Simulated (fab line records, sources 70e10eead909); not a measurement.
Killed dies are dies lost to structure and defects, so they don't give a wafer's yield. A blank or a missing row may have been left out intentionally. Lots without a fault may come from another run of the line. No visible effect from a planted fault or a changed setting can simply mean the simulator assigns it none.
Chamber matching :: flow nand_harc :: NHARC_A_STAIRCASE_DESCUM_312 on rie_diel-01: 4 sister chambers
The step chemistry O2, time 3 s. 8 wafers are shown with their chamber, then 11 later ones without.

== WAFERS WITH THEIR CHAMBER ==
wafer: L075.1
chamber: 3
showerhead_plenum_p_Torr (Torr): 1.82
rf_vpp_V (V): 58.0

wafer: L079.1
chamber: 3
showerhead_plenum_p_Torr (Torr): 1.81
rf_vpp_V (V): 58.3

wafer: L079.6
chamber: 0
showerhead_plenum_p_Torr (Torr): 1.78
rf_vpp_V (V): 56.4

wafer: L086.5
chamber: 2
showerhead_plenum_p_Torr (Torr): 1.95
rf_vpp_V (V): 58.1

wafer: L087.1
chamber: 2
showerhead_plenum_p_Torr (Torr): 1.95
rf_vpp_V (V): 58.0

wafer: L087.2
chamber: 1
showerhead_plenum_p_Torr (Torr): 1.78
rf_vpp_V (V): 56.0

wafer: L087.6
chamber: 1
showerhead_plenum_p_Torr (Torr): 1.78
rf_vpp_V (V): 56.9

wafer: L089.1
chamber: 0
showerhead_plenum_p_Torr (Torr): 1.77
rf_vpp_V (V): 55.2

== WAFERS WITHOUT THEIR CHAMBER ==
wafer: L089.2
showerhead_plenum_p_Torr (Torr): 1.94
rf_vpp_V (V): 58.1

wafer: L089.6
showerhead_plenum_p_Torr (Torr): 1.77
rf_vpp_V (V): 59.0

wafer: L088.1
showerhead_plenum_p_Torr (Torr): 1.94
rf_vpp_V (V): 58.4

wafer: L088.4
showerhead_plenum_p_Torr (Torr): 1.78
rf_vpp_V (V): 57.8

wafer: L088.5
showerhead_plenum_p_Torr (Torr): 1.80
rf_vpp_V (V): 57.1

wafer: L096.2
showerhead_plenum_p_Torr (Torr): 2.07
rf_vpp_V (V): 58.9

wafer: L096.4
showerhead_plenum_p_Torr (Torr): 1.77
rf_vpp_V (V): 56.6

wafer: L096.6
showerhead_plenum_p_Torr (Torr): 1.77
rf_vpp_V (V): 58.4

wafer: L097.2
showerhead_plenum_p_Torr (Torr): 1.80
rf_vpp_V (V): 56.4

wafer: L097.4
showerhead_plenum_p_Torr (Torr): 2.07
rf_vpp_V (V): 58.8

wafer: L097.6
showerhead_plenum_p_Torr (Torr): 1.93
rf_vpp_V (V): 57.7

== EACH ONE'S CHAMBER ==
wafer: L089.2
from the rows above: 2
in truth: 2

wafer: L089.6
from the rows above: can't be placed: 1 or 0
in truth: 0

wafer: L088.1
from the rows above: 2
in truth: 2

wafer: L088.4
from the rows above: can't be placed: 1 or 0
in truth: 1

wafer: L088.5
from the rows above: can't be placed: 3 or 1 or 0
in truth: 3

wafer: L096.2
from the rows above: 2
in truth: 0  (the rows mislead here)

wafer: L096.4
from the rows above: can't be placed: 0 or 1
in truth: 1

wafer: L096.6
from the rows above: can't be placed: 1 or 0
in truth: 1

wafer: L097.2
from the rows above: can't be placed: 1 or 3 or 0
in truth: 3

wafer: L097.4
from the rows above: 2
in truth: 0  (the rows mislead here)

wafer: L097.6
from the rows above: 2
in truth: 2
Placed correctly: 3 of 11. Can't be placed from these rows: 6 (the true chamber is among the candidates in 6). Wrongly placed: 2.
How it was worked out, from the rows above alone: a wafer's distance from a chamber is the root of the sum, over the readings, of the square of ((its reading less the chamber's mean) divided by the reading's scatter). The wafer belongs to the nearest chamber; if the next one is less than 2 further off, it can't be placed. The mean given for a chamber averages the wafers shown for that chamber. The scatter: take each reading less its chamber's mean, square it, sum over the shown wafers, divide by the number of wafers less the number of chambers, and take the root.
